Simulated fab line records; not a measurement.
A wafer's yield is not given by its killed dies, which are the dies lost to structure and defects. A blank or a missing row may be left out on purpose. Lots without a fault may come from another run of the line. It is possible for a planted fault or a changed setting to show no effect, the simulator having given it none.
Which tool was responsible? / flow n5_finfet / Sampling: 24 lots, 72 wafers, 6 of 1938 route steps

## WHAT EACH GAUGE READ, for each wafer
N5_ZERO_LAYER_INSPECT_20: inspects for defects (darkfield).
lot=L074; measured=day 1 13:17; on=defect_inspect-02; raw_defect_count=39 27 31
lot=L075; measured=day 1 19:17; on=defect_inspect-01; raw_defect_count=28 32 24
lot=L076; measured=day 2 01:25; on=defect_inspect-01; raw_defect_count=55 33 37
lot=L077; measured=day 2 07:31; on=defect_inspect-01; raw_defect_count=31 14 30
lot=L078; measured=day 2 13:19; on=defect_inspect-01; raw_defect_count=26 40 23
lot=L079; measured=day 2 19:25; on=defect_inspect-02; raw_defect_count=40 22 43
lot=L080; measured=day 3 01:17; on=defect_inspect-02; raw_defect_count=24 14 21
lot=L081; measured=day 3 07:23; on=defect_inspect-01; raw_defect_count=17 20 42
lot=L082; measured=day 3 13:15; on=defect_inspect-02; raw_defect_count=38 31 31
lot=L083; measured=day 3 19:24; on=defect_inspect-01; raw_defect_count=35 50 35
lot=L084; measured=day 4 01:25; on=defect_inspect-01; raw_defect_count=43 24 14
lot=L085; measured=day 4 07:26; on=defect_inspect-01; raw_defect_count=20 25 41
lot=L086; measured=day 4 13:24; on=defect_inspect-02; raw_defect_count=24 45 17
lot=L087; measured=day 4 19:16; on=defect_inspect-02; raw_defect_count=18 26 29
lot=L088; measured=day 5 01:37; on=defect_inspect-01; raw_defect_count=30 42 36
lot=L089; measured=day 5 07:23; on=defect_inspect-01; raw_defect_count=16 28 28
lot=L090; measured=day 5 13:31; on=defect_inspect-02; raw_defect_count=18 30 49
lot=L091; measured=day 5 19:17; on=defect_inspect-01; raw_defect_count=30 25 28
lot=L092; measured=day 6 01:23; on=defect_inspect-01; raw_defect_count=28 33 33
lot=L093; measured=day 6 07:24; on=defect_inspect-01; raw_defect_count=13 26 32
lot=L094; measured=day 6 13:23; on=defect_inspect-01; raw_defect_count=37 35 47
lot=L095; measured=day 6 19:26; on=defect_inspect-02; raw_defect_count=16 52 25
lot=L096; measured=day 7 01:23; on=defect_inspect-01; raw_defect_count=27 45 37
lot=L097; measured=day 7 07:26; on=defect_inspect-02; raw_defect_count=33 30 49

N5_FIN_SAQP_THK_MEAS_05.
lot=L074; measured=day 1 21:29; on=film_metro-02; thk_nm (nm)=37.8 38.2 38.1
lot=L075; measured=day 2 03:14; on=film_metro-02; thk_nm (nm)=37.6 37.4 37.9
lot=L076; measured=day 2 09:20; on=film_metro-01; thk_nm (nm)=36.9 37.2 38.2
lot=L077; measured=day 2 16:13; on=film_metro-01; thk_nm (nm)=37.5 38.5 38.8
lot=L078; measured=day 2 21:08; on=film_metro-01; thk_nm (nm)=37.7 37.8 37.4
lot=L079; measured=day 3 03:20; on=film_metro-02; thk_nm (nm)=37.9 38.2 38.5
lot=L080; measured=day 3 08:55; on=film_metro-01; thk_nm (nm)=37.1 37.7 38.3
lot=L081; measured=day 3 14:46; on=film_metro-02; thk_nm (nm)=37.4 38.4 38.0
lot=L082; measured=day 3 21:08; on=film_metro-02; thk_nm (nm)=37.3 37.0 37.3
lot=L083; measured=day 4 02:40; on=film_metro-01; thk_nm (nm)=37.1 37.4 37.5
lot=L084; measured=day 4 09:20; on=film_metro-02; thk_nm (nm)=38.3 37.5 37.9
lot=L085; measured=day 4 15:34; on=film_metro-01; thk_nm (nm)=37.8 38.2 37.7
lot=L086; measured=day 4 21:42; on=film_metro-02; thk_nm (nm)=37.5 38.1 38.3
lot=L087; measured=day 5 02:57; on=film_metro-01; thk_nm (nm)=38.3 38.4 38.4
lot=L088; measured=day 5 08:52; on=film_metro-02; thk_nm (nm)=37.3 37.1 38.2
lot=L089; measured=day 5 14:36; on=film_metro-02; thk_nm (nm)=37.5 38.2 37.5
lot=L090; measured=day 5 22:58; on=film_metro-01; thk_nm (nm)=37.9 38.7 38.0
lot=L091; measured=day 6 04:23; on=film_metro-01; thk_nm (nm)=37.5 37.2 38.5
lot=L092; measured=day 6 08:45; on=film_metro-02; thk_nm (nm)=36.9 38.1 37.5
lot=L093; measured=day 6 15:56; on=film_metro-02; thk_nm (nm)=36.6 37.2 38.1
lot=L094; measured=day 6 20:35; on=film_metro-02; thk_nm (nm)=37.4 37.5 37.2
lot=L095; measured=day 7 03:20; on=film_metro-01; thk_nm (nm)=37.1 37.6 37.4
lot=L096; measured=day 7 09:06; on=film_metro-01; thk_nm (nm)=37.1 36.8 37.8
lot=L097; measured=day 7 16:04; on=film_metro-01; thk_nm (nm)=37.0 37.7 37.2

## EACH LOT AND THE TOOL THAT RAN IT (in order: tool; ch and the chambers of the sampled wafers; start)
lot=L074; N5_ZERO_LAYER_DESCUM_16=rie_diel-06 ch 0,1,3, day 1 12:42; N5_WELL_APT_RTA_34=rtp_anneal-02 ch 0, day 1 15:34; N5_PMOS_HMC_CHANNEL_EPI_CMP_21=cmp-01 ch 0,2,3, day 1 20:05; N5_FIN_SAQP_ALD_61=ald_sin-02 ch 1,2, day 1 20:58
lot=L075; N5_ZERO_LAYER_DESCUM_16=rie_diel-02 ch 2,3, day 1 18:41; N5_WELL_APT_RTA_34=rtp_anneal-02 ch 0, day 1 21:44; N5_PMOS_HMC_CHANNEL_EPI_CMP_21=cmp-04 ch 0,1,2, day 2 01:09; N5_FIN_SAQP_ALD_61=ald_sin-01 ch 0,1, day 2 02:32
lot=L076; N5_ZERO_LAYER_DESCUM_16=rie_diel-06 ch 0,1,2, day 2 00:50; N5_WELL_APT_RTA_34=rtp_anneal-01 ch 0, day 2 03:52; N5_PMOS_HMC_CHANNEL_EPI_CMP_21=cmp-04 ch 0,2,3, day 2 07:55; N5_FIN_SAQP_ALD_61=ald_sin-02 ch 0,1,2, day 2 08:49
lot=L077; N5_ZERO_LAYER_DESCUM_16=rie_diel-06 ch 0,1,2, day 2 06:53; N5_WELL_APT_RTA_34=rtp_anneal-02 ch 0, day 2 10:41; N5_PMOS_HMC_CHANNEL_EPI_CMP_21=cmp-04 ch 0,2,3, day 2 14:35; N5_FIN_SAQP_ALD_61=ald_sin-02 ch 0,1,2, day 2 15:42
lot=L078; N5_ZERO_LAYER_DESCUM_16=rie_diel-06 ch 0,2,3, day 2 12:42; N5_WELL_APT_RTA_34=rtp_anneal-02 ch 0, day 2 15:41; N5_PMOS_HMC_CHANNEL_EPI_CMP_21=cmp-04 ch 0,1,3, day 2 19:43; N5_FIN_SAQP_ALD_61=ald_sin-02 ch 0,1,2, day 2 20:32
lot=L079; N5_ZERO_LAYER_DESCUM_16=rie_diel-01 ch 1,2,3, day 2 18:50; N5_WELL_APT_RTA_34=rtp_anneal-02 ch 0, day 2 21:53; N5_PMOS_HMC_CHANNEL_EPI_CMP_21=cmp-04 ch 0,3, day 3 01:38; N5_FIN_SAQP_ALD_61=ald_sin-04 ch 1,2,3, day 3 02:50
lot=L080; N5_ZERO_LAYER_DESCUM_16=rie_diel-06 ch 1,3, day 3 00:43; N5_WELL_APT_RTA_34=rtp_anneal-01 ch 0, day 3 03:46; N5_PMOS_HMC_CHANNEL_EPI_CMP_21=cmp-01 ch 1,2,3, day 3 07:35; N5_FIN_SAQP_ALD_61=ald_sin-04 ch 0,1,2, day 3 08:25
lot=L081; N5_ZERO_LAYER_DESCUM_16=rie_diel-02 ch 1,2, day 3 06:49; N5_WELL_APT_RTA_34=rtp_anneal-02 ch 0, day 3 09:58; N5_PMOS_HMC_CHANNEL_EPI_CMP_21=cmp-01 ch 1,2,3, day 3 13:20; N5_FIN_SAQP_ALD_61=ald_sin-01 ch 1,2, day 3 14:14
lot=L082; N5_ZERO_LAYER_DESCUM_16=rie_diel-01 ch 0,3, day 3 12:41; N5_WELL_APT_RTA_34=rtp_anneal-02 ch 0, day 3 15:54; N5_PMOS_HMC_CHANNEL_EPI_CMP_21=cmp-02 ch 0,1,2, day 3 19:19; N5_FIN_SAQP_ALD_61=ald_sin-01 ch 0,1, day 3 20:38
lot=L083; N5_ZERO_LAYER_DESCUM_16=rie_diel-01 ch 0,1,3, day 3 18:49; N5_WELL_APT_RTA_34=rtp_anneal-02 ch 0, day 3 21:52; N5_PMOS_HMC_CHANNEL_EPI_CMP_21=cmp-02 ch 0,1, day 4 01:16; N5_FIN_SAQP_ALD_61=ald_sin-04 ch 0,2,3, day 4 02:10
lot=L084; N5_ZERO_LAYER_DESCUM_16=rie_diel-01 ch 0,1,3, day 4 00:50; N5_WELL_APT_RTA_34=rtp_anneal-02 ch 0, day 4 03:58; N5_PMOS_HMC_CHANNEL_EPI_CMP_21=cmp-01 ch 0,2,3, day 4 07:22; N5_FIN_SAQP_ALD_61=ald_sin-02 ch 2,3, day 4 08:50
lot=L085; N5_ZERO_LAYER_DESCUM_16=rie_diel-01 ch 1,2,3, day 4 06:52; N5_WELL_APT_RTA_34=rtp_anneal-01 ch 0, day 4 10:04; N5_PMOS_HMC_CHANNEL_EPI_CMP_21=cmp-04 ch 2,3, day 4 14:12; N5_FIN_SAQP_ALD_61=ald_sin-04 ch 2,3, day 4 15:04
lot=L086; N5_ZERO_LAYER_DESCUM_16=rie_diel-01 ch 0,2,3, day 4 12:49; N5_WELL_APT_RTA_34=rtp_anneal-02 ch 0, day 4 15:43; N5_PMOS_HMC_CHANNEL_EPI_CMP_21=cmp-01 ch 0,2,3, day 4 19:10; N5_FIN_SAQP_ALD_61=ald_sin-04 ch 0,1,2, day 4 21:11
lot=L087; N5_ZERO_LAYER_DESCUM_16=rie_diel-02 ch 0,1,3, day 4 18:42; N5_WELL_APT_RTA_34=rtp_anneal-02 ch 0, day 4 22:10; N5_PMOS_HMC_CHANNEL_EPI_CMP_21=cmp-02 ch 0,1,2, day 5 01:37; N5_FIN_SAQP_ALD_61=ald_sin-01 ch 0,1,2, day 5 02:29
lot=L088; N5_ZERO_LAYER_DESCUM_16=rie_diel-06 ch 1,2, day 5 01:02; N5_WELL_APT_RTA_34=rtp_anneal-01 ch 0, day 5 04:01; N5_PMOS_HMC_CHANNEL_EPI_CMP_21=cmp-04 ch 1,2,3, day 5 07:28; N5_FIN_SAQP_ALD_61=ald_sin-02 ch 0,2,3, day 5 08:21
lot=L089; N5_ZERO_LAYER_DESCUM_16=rie_diel-06 ch 2,3, day 5 06:48; N5_WELL_APT_RTA_34=rtp_anneal-01 ch 0, day 5 09:46; N5_PMOS_HMC_CHANNEL_EPI_CMP_21=cmp-01 ch 1,2, day 5 13:08; N5_FIN_SAQP_ALD_61=ald_sin-04 ch 0,1,3, day 5 14:06
lot=L090; N5_ZERO_LAYER_DESCUM_16=rie_diel-01 ch 0,2, day 5 12:52; N5_WELL_APT_RTA_34=rtp_anneal-01 ch 0, day 5 15:52; N5_PMOS_HMC_CHANNEL_EPI_CMP_21=cmp-04 ch 0,2,3, day 5 19:32; N5_FIN_SAQP_ALD_61=ald_sin-01 ch 0,1,2, day 5 22:26
lot=L091; N5_ZERO_LAYER_DESCUM_16=rie_diel-02 ch 0,2,3, day 5 18:42; N5_WELL_APT_RTA_34=rtp_anneal-01 ch 0, day 5 21:49; N5_PMOS_HMC_CHANNEL_EPI_CMP_21=cmp-02 ch 0,1,3, day 6 01:44; N5_FIN_SAQP_ALD_61=ald_sin-04 ch 0,1,3, day 6 03:51
lot=L092; N5_ZERO_LAYER_DESCUM_16=rie_diel-02 ch 1,2,3, day 6 00:48; N5_WELL_APT_RTA_34=rtp_anneal-02 ch 0, day 6 03:58; N5_PMOS_HMC_CHANNEL_EPI_CMP_21=cmp-04 ch 0,1,2, day 6 07:19; N5_FIN_SAQP_ALD_61=ald_sin-04 ch 0,1,3, day 6 08:14
lot=L093; N5_ZERO_LAYER_DESCUM_16=rie_diel-06 ch 0,1,2, day 6 06:49; N5_WELL_APT_RTA_34=rtp_anneal-02 ch 0, day 6 10:01; N5_PMOS_HMC_CHANNEL_EPI_CMP_21=cmp-02 ch 0,1,3, day 6 14:16; N5_FIN_SAQP_ALD_61=ald_sin-01 ch 0,2, day 6 15:26
lot=L094; N5_ZERO_LAYER_DESCUM_16=rie_diel-06 ch 0,1,3, day 6 12:48; N5_WELL_APT_RTA_34=rtp_anneal-01 ch 0, day 6 15:50; N5_PMOS_HMC_CHANNEL_EPI_CMP_21=cmp-02 ch 0,1,2, day 6 19:06; N5_FIN_SAQP_ALD_61=ald_sin-02 ch 1,2,3, day 6 20:04
lot=L095; N5_ZERO_LAYER_DESCUM_16=rie_diel-01 ch 0,2, day 6 18:52; N5_WELL_APT_RTA_34=rtp_anneal-01 ch 0, day 6 21:55; N5_PMOS_HMC_CHANNEL_EPI_CMP_21=cmp-02 ch 0,2,3, day 7 01:46; N5_FIN_SAQP_ALD_61=ald_sin-01 ch 0,2, day 7 02:38
lot=L096; N5_ZERO_LAYER_DESCUM_16=rie_diel-01 ch 1,2,3, day 7 00:49; N5_WELL_APT_RTA_34=rtp_anneal-01 ch 0, day 7 03:41; N5_PMOS_HMC_CHANNEL_EPI_CMP_21=cmp-02 ch 0,2,3, day 7 07:23; N5_FIN_SAQP_ALD_61=ald_sin-02 ch 0,1,2, day 7 08:34
lot=L097; N5_ZERO_LAYER_DESCUM_16=rie_diel-02 ch 2,3, day 7 06:51; N5_WELL_APT_RTA_34=rtp_anneal-01 ch 0, day 7 10:27; N5_PMOS_HMC_CHANNEL_EPI_CMP_21=cmp-02 ch 0,2,3, day 7 14:28; N5_FIN_SAQP_ALD_61=ald_sin-04 ch 0,1,3, day 7 15:31
- N5_ZERO_LAYER_DESCUM_16: chemistry O2, time 7.9 s.
- N5_WELL_APT_RTA_34: time 10 s.
- N5_PMOS_HMC_CHANNEL_EPI_CMP_21: polishes SiGe30, target thk 54 nm.
- N5_FIN_SAQP_ALD_61: deposits SiO2, target thk 4 nm, pulse time 1 s, purge time 2 s.

## WHAT THE TOOLS THEMSELVES READ (means of the sampled wafers that have a number; where no wafer has one, the mark that the record gives instead)
N5_ZERO_LAYER_DESCUM_16.
lot=L074; tool=rie_diel-06; drypump_motor_current_A (A)=5.82; oes_product_au (a.u.)=0.72; rf_vpp_V (V)=243.6; showerhead_plenum_p_Torr (Torr)=2.12; temp_c (C)=40.11; throttle_valve_pct (%)=20.8
lot=L075; tool=rie_diel-02; drypump_motor_current_A (A)=5.70; oes_product_au (a.u.)=0.74; rf_vpp_V (V)=244.9; showerhead_plenum_p_Torr (Torr)=2.17; temp_c (C)=39.85; throttle_valve_pct (%)=20.5
lot=L076; tool=rie_diel-06; drypump_motor_current_A (A)=5.87; oes_product_au (a.u.)=0.73; rf_vpp_V (V)=243.0; showerhead_plenum_p_Torr (Torr)=2.12; temp_c (C)=40.06; throttle_valve_pct (%)=20.5
lot=L077; tool=rie_diel-06; drypump_motor_current_A (A)=5.87; oes_product_au (a.u.)=0.74; rf_vpp_V (V)=242.9; showerhead_plenum_p_Torr (Torr)=2.12; temp_c (C)=40.02; throttle_valve_pct (%)=20.5
lot=L078; tool=rie_diel-06; drypump_motor_current_A (A)=5.93; oes_product_au (a.u.)=0.72; rf_vpp_V (V)=242.8; showerhead_plenum_p_Torr (Torr)=2.08; temp_c (C)=39.93; throttle_valve_pct (%)=20.6
lot=L079; tool=rie_diel-01; drypump_motor_current_A (A)=5.79; oes_product_au (a.u.)=0.73; rf_vpp_V (V)=243.1; showerhead_plenum_p_Torr (Torr)=2.13; temp_c (C)=39.99; throttle_valve_pct (%)=20.7
lot=L080; tool=rie_diel-06; drypump_motor_current_A (A)=5.78; oes_product_au (a.u.)=0.71; rf_vpp_V (V)=244.3; showerhead_plenum_p_Torr (Torr)=2.15; temp_c (C)=40.12; throttle_valve_pct (%)=20.8
lot=L081; tool=rie_diel-02; drypump_motor_current_A (A)=6.04; oes_product_au (a.u.)=0.77; rf_vpp_V (V)=244.7; showerhead_plenum_p_Torr (Torr)=2.18; temp_c (C)=39.98; throttle_valve_pct (%)=20.3
lot=L082; tool=rie_diel-01; drypump_motor_current_A (A)=5.60; oes_product_au (a.u.)=0.84; rf_vpp_V (V)=243.2; showerhead_plenum_p_Torr (Torr)=2.11; temp_c (C)=39.99; throttle_valve_pct (%)=20.1
lot=L083; tool=rie_diel-01; drypump_motor_current_A (A)=5.84; oes_product_au (a.u.)=0.85; rf_vpp_V (V)=243.6; showerhead_plenum_p_Torr (Torr)=2.14; temp_c (C)=39.97; throttle_valve_pct (%)=20.4
lot=L084; tool=rie_diel-01; drypump_motor_current_A (A)=5.83; oes_product_au (a.u.)=0.84; rf_vpp_V (V)=243.3; showerhead_plenum_p_Torr (Torr)=2.14; temp_c (C)=40.12; throttle_valve_pct (%)=20.4
lot=L085; tool=rie_diel-01; drypump_motor_current_A (A)=5.79; oes_product_au (a.u.)=0.85; rf_vpp_V (V)=243.9; showerhead_plenum_p_Torr (Torr)=2.12; temp_c (C)=40.00; throttle_valve_pct (%)=20.6
lot=L086; tool=rie_diel-01; drypump_motor_current_A (A)=5.60; oes_product_au (a.u.)=0.90; rf_vpp_V (V)=242.7; showerhead_plenum_p_Torr (Torr)=2.09; temp_c (C)=40.01; throttle_valve_pct (%)=20.2
lot=L087; tool=rie_diel-02; drypump_motor_current_A (A)=6.00; oes_product_au (a.u.)=0.75; rf_vpp_V (V)=244.3; showerhead_plenum_p_Torr (Torr)=2.11; temp_c (C)=39.91; throttle_valve_pct (%)=20.5
lot=L088; tool=rie_diel-06; drypump_motor_current_A (A)=5.92; oes_product_au (a.u.)=0.74; rf_vpp_V (V)=243.0; showerhead_plenum_p_Torr (Torr)=2.12; temp_c (C)=39.99; throttle_valve_pct (%)=20.4
lot=L089; tool=rie_diel-06; drypump_motor_current_A (A)=5.96; oes_product_au (a.u.)=0.72; rf_vpp_V (V)=242.5; showerhead_plenum_p_Torr (Torr)=2.08; temp_c (C)=40.12; throttle_valve_pct (%)=20.5
lot=L090; tool=rie_diel-01; drypump_motor_current_A (A)=5.65; oes_product_au (a.u.)=0.96; rf_vpp_V (V)=243.6; showerhead_plenum_p_Torr (Torr)=2.10; temp_c (C)=39.87; throttle_valve_pct (%)=20.1
lot=L091; tool=rie_diel-02; drypump_motor_current_A (A)=5.70; oes_product_au (a.u.)=0.73; rf_vpp_V (V)=243.3; showerhead_plenum_p_Torr (Torr)=2.11; temp_c (C)=40.01; throttle_valve_pct (%)=20.6
lot=L092; tool=rie_diel-02; drypump_motor_current_A (A)=5.87; oes_product_au (a.u.)=0.74; rf_vpp_V (V)=244.5; showerhead_plenum_p_Torr (Torr)=2.16; temp_c (C)=40.01; throttle_valve_pct (%)=20.4
lot=L093; tool=rie_diel-06; drypump_motor_current_A (A)=5.87; oes_product_au (a.u.)=0.80; rf_vpp_V (V)=243.1; showerhead_plenum_p_Torr (Torr)=2.11; temp_c (C)=39.99; throttle_valve_pct (%)=20.4
lot=L094; tool=rie_diel-06; drypump_motor_current_A (A)=5.83; oes_product_au (a.u.)=0.78; rf_vpp_V (V)=242.8; showerhead_plenum_p_Torr (Torr)=2.10; temp_c (C)=40.09; throttle_valve_pct (%)=20.7
lot=L095; tool=rie_diel-01; drypump_motor_current_A (A)=5.64; oes_product_au (a.u.)=0.94; rf_vpp_V (V)=243.5; showerhead_plenum_p_Torr (Torr)=2.08; temp_c (C)=39.98; throttle_valve_pct (%)=20.3
lot=L096; tool=rie_diel-01; drypump_motor_current_A (A)=5.79; oes_product_au (a.u.)=0.80; rf_vpp_V (V)=243.4; showerhead_plenum_p_Torr (Torr)=2.12; temp_c (C)=39.90; throttle_valve_pct (%)=20.6
lot=L097; tool=rie_diel-02; drypump_motor_current_A (A)=5.71; oes_product_au (a.u.)=0.71; rf_vpp_V (V)=245.2; showerhead_plenum_p_Torr (Torr)=2.15; temp_c (C)=39.86; throttle_valve_pct (%)=20.6

N5_WELL_APT_RTA_34.
lot=L074; tool=rtp_anneal-02; lamp_power_pct (%)=12.94; lamp_zone_7_pct (%)=13.43; wafer_temp_C_max=1003.5
lot=L075; tool=rtp_anneal-02; lamp_power_pct (%)=12.97; lamp_zone_7_pct (%)=13.39; wafer_temp_C_max=1003.6
lot=L076; tool=rtp_anneal-01; lamp_power_pct (%)=13.00; lamp_zone_7_pct (%)=13.39; wafer_temp_C_max=1003.3
lot=L077; tool=rtp_anneal-02; lamp_power_pct (%)=12.95; lamp_zone_7_pct (%)=13.44; wafer_temp_C_max=1003.3
lot=L078; tool=rtp_anneal-02; lamp_power_pct (%)=13.04; lamp_zone_7_pct (%)=13.42; wafer_temp_C_max=1003.0
lot=L079; tool=rtp_anneal-02; lamp_power_pct (%)=12.97; lamp_zone_7_pct (%)=13.43; wafer_temp_C_max=1003.3
lot=L080; tool=rtp_anneal-01; lamp_power_pct (%)=13.00; lamp_zone_7_pct (%)=13.42; wafer_temp_C_max=1004.0
lot=L081; tool=rtp_anneal-02; lamp_power_pct (%)=13.04; lamp_zone_7_pct (%)=13.40; wafer_temp_C_max=1003.9
lot=L082; tool=rtp_anneal-02; lamp_power_pct (%)=13.04; lamp_zone_7_pct (%)=13.40; wafer_temp_C_max=1003.8
lot=L083; tool=rtp_anneal-02; lamp_power_pct (%)=13.02; lamp_zone_7_pct (%)=13.42; wafer_temp_C_max=1003.9
lot=L084; tool=rtp_anneal-02; lamp_power_pct (%)=12.99; lamp_zone_7_pct (%)=13.46; wafer_temp_C_max=1002.4
lot=L085; tool=rtp_anneal-01; lamp_power_pct (%)=13.01; lamp_zone_7_pct (%)=13.41; wafer_temp_C_max=1002.7
lot=L086; tool=rtp_anneal-02; lamp_power_pct (%)=13.04; lamp_zone_7_pct (%)=13.39; wafer_temp_C_max=1003.5
lot=L087; tool=rtp_anneal-02; lamp_power_pct (%)=13.01; lamp_zone_7_pct (%)=13.47; wafer_temp_C_max=1002.2
lot=L088; tool=rtp_anneal-01; lamp_power_pct (%)=13.03; lamp_zone_7_pct (%)=13.43; wafer_temp_C_max=1004.2
lot=L089; tool=rtp_anneal-01; lamp_power_pct (%)=13.02; lamp_zone_7_pct (%)=13.45; wafer_temp_C_max=1003.5
lot=L090; tool=rtp_anneal-01; lamp_power_pct (%)=12.98; lamp_zone_7_pct (%)=13.45; wafer_temp_C_max=1003.3
lot=L091; tool=rtp_anneal-01; lamp_power_pct (%)=12.99; lamp_zone_7_pct (%)=13.44; wafer_temp_C_max=1003.3
lot=L092; tool=rtp_anneal-02; lamp_power_pct (%)=12.98; lamp_zone_7_pct (%)=13.41; wafer_temp_C_max=1004.2
lot=L093; tool=rtp_anneal-02; lamp_power_pct (%)=12.98; lamp_zone_7_pct (%)=13.45; wafer_temp_C_max=1004.7
lot=L094; tool=rtp_anneal-01; lamp_power_pct (%)=13.02; lamp_zone_7_pct (%)=13.41; wafer_temp_C_max=1003.2
lot=L095; tool=rtp_anneal-01; lamp_power_pct (%)=13.03; lamp_zone_7_pct (%)=13.44; wafer_temp_C_max=1003.0
lot=L096; tool=rtp_anneal-01; lamp_power_pct (%)=13.02; lamp_zone_7_pct (%)=13.40; wafer_temp_C_max=1003.4
lot=L097; tool=rtp_anneal-01; lamp_power_pct (%)=12.98; lamp_zone_7_pct (%)=13.38; wafer_temp_C_max=1004.7

N5_PMOS_HMC_CHANNEL_EPI_CMP_21.
lot=L074; tool=cmp-01; motor_current_A (A)=12.3; pad_life_wafers=596
lot=L075; tool=cmp-04; motor_current_A (A)=11.0; pad_life_wafers=1742
lot=L076; tool=cmp-04; motor_current_A (A)=10.5; pad_life_wafers=1826
lot=L077; tool=cmp-04; motor_current_A (A)=10.3; pad_life_wafers=1935
lot=L078; tool=cmp-04; motor_current_A (A)=10.6; pad_life_wafers=1976
lot=L079; tool=cmp-04; motor_current_A (A)=10.3; pad_life_wafers=2047
lot=L080; tool=cmp-01; motor_current_A (A)=11.8; pad_life_wafers=1016
lot=L081; tool=cmp-01; motor_current_A (A)=12.0; pad_life_wafers=1058
lot=L082; tool=cmp-02; motor_current_A (A)=12.9; pad_life_wafers=175
lot=L083; tool=cmp-02; motor_current_A (A)=12.2; pad_life_wafers=230
lot=L084; tool=cmp-01; motor_current_A (A)=12.2; pad_life_wafers=1190
lot=L085; tool=cmp-04; motor_current_A (A)=10.3; pad_life_wafers=223
lot=L086; tool=cmp-01; motor_current_A (A)=12.2; pad_life_wafers=1292
lot=L087; tool=cmp-02; motor_current_A (A)=12.7; pad_life_wafers=429
lot=L088; tool=cmp-04; motor_current_A (A)=10.6; pad_life_wafers=368
lot=L089; tool=cmp-01; motor_current_A (A)=10.8; pad_life_wafers=1440
lot=L090; tool=cmp-04; motor_current_A (A)=10.4; pad_life_wafers=464
lot=L091; tool=cmp-02; motor_current_A (A)=13.1; pad_life_wafers=638
lot=L092; tool=cmp-04; motor_current_A (A)=10.9; pad_life_wafers=583
lot=L093; tool=cmp-02; motor_current_A (A)=13.8; pad_life_wafers=770
lot=L094; tool=cmp-02; motor_current_A (A)=13.2; pad_life_wafers=812
lot=L095; tool=cmp-02; motor_current_A (A)=13.7; pad_life_wafers=866
lot=L096; tool=cmp-02; motor_current_A (A)=14.0; pad_life_wafers=919
lot=L097; tool=cmp-02; motor_current_A (A)=13.8; pad_life_wafers=962

N5_FIN_SAQP_ALD_61.
lot=L074; tool=ald_sin-02; heater_power_w (W)=480; precursor_pulse_height_rel=1.003; susceptor_temp_C (C)=299.74
lot=L075; tool=ald_sin-01; heater_power_w (W)=453; precursor_pulse_height_rel=0.998; susceptor_temp_C (C)=299.83
lot=L076; tool=ald_sin-02; heater_power_w (W)=471; precursor_pulse_height_rel=1.016; susceptor_temp_C (C)=300.04
lot=L077; tool=ald_sin-02; heater_power_w (W)=481; precursor_pulse_height_rel=1.009; susceptor_temp_C (C)=299.97
lot=L078; tool=ald_sin-02; heater_power_w (W)=471; precursor_pulse_height_rel=1.017; susceptor_temp_C (C)=300.08
lot=L079; tool=ald_sin-04; heater_power_w (W)=521; precursor_pulse_height_rel=0.998; susceptor_temp_C (C)=299.97
lot=L080; tool=ald_sin-04; heater_power_w (W)=515; precursor_pulse_height_rel=0.998; susceptor_temp_C (C)=299.97
lot=L081; tool=ald_sin-01; heater_power_w (W)=471; precursor_pulse_height_rel=0.978; susceptor_temp_C (C)=299.86
lot=L082; tool=ald_sin-01; heater_power_w (W)=464; precursor_pulse_height_rel=1.020; susceptor_temp_C (C)=300.05
lot=L083; tool=ald_sin-04; heater_power_w (W)=536; precursor_pulse_height_rel=1.007; susceptor_temp_C (C)=299.98
lot=L084; tool=ald_sin-02; heater_power_w (W)=472; precursor_pulse_height_rel=1.008; susceptor_temp_C (C)=300.19
lot=L085; tool=ald_sin-04; heater_power_w (W)=529; precursor_pulse_height_rel=0.995; susceptor_temp_C (C)=299.89
lot=L086; tool=ald_sin-04; heater_power_w (W)=503; precursor_pulse_height_rel=1.009; susceptor_temp_C (C)=299.96
lot=L087; tool=ald_sin-01; heater_power_w (W)=463; precursor_pulse_height_rel=0.998; susceptor_temp_C (C)=299.90
lot=L088; tool=ald_sin-02; heater_power_w (W)=452; precursor_pulse_height_rel=0.979; susceptor_temp_C (C)=299.98
lot=L089; tool=ald_sin-04; heater_power_w (W)=514; precursor_pulse_height_rel=0.979; susceptor_temp_C (C)=300.08
lot=L090; tool=ald_sin-01; heater_power_w (W)=459; precursor_pulse_height_rel=1.001; susceptor_temp_C (C)=300.11
lot=L091; tool=ald_sin-04; heater_power_w (W)=522; precursor_pulse_height_rel=1.003; susceptor_temp_C (C)=299.91
lot=L092; tool=ald_sin-04; heater_power_w (W)=519; precursor_pulse_height_rel=0.997; susceptor_temp_C (C)=300.08
lot=L093; tool=ald_sin-01; heater_power_w (W)=446; precursor_pulse_height_rel=0.997; susceptor_temp_C (C)=300.04
lot=L094; tool=ald_sin-02; heater_power_w (W)=483; precursor_pulse_height_rel=1.009; susceptor_temp_C (C)=300.04
lot=L095; tool=ald_sin-01; heater_power_w (W)=445; precursor_pulse_height_rel=1.013; susceptor_temp_C (C)=300.08
lot=L096; tool=ald_sin-02; heater_power_w (W)=480; precursor_pulse_height_rel=0.999; susceptor_temp_C (C)=300.02
lot=L097; tool=ald_sin-04; heater_power_w (W)=514; precursor_pulse_height_rel=1.000; susceptor_temp_C (C)=299.91

## THE ANSWER, worked out from the rows above alone
Rule: what is usual is taken from the lots themselves. Put in order of their means at a reading, lots are off if they are a third of the lots or fewer, leave a main group of 4 or more, and stand apart from it by a gap of 3 or more times the standard deviation of the main group's means; of several such gaps the widest counts. The tables above print the reading to a certain number of digits; a main group whose means all agree to those digits is not used. Also off: a lot with no number at a reading for which 4 or more lots have one. Any other lot the step has rows for is counted as sound. After the gauges, taken in route order, come the tools' own readings; for these a lot's mean is taken, as printed above. At the first step where some lot is off, the reading lying furthest off is the one used; lots without a number count as furthest.
Across all readings shown, no lot is off: no conclusion can be drawn from this.

## WHAT HAD BEEN PUT IN BY THE SIMULATOR
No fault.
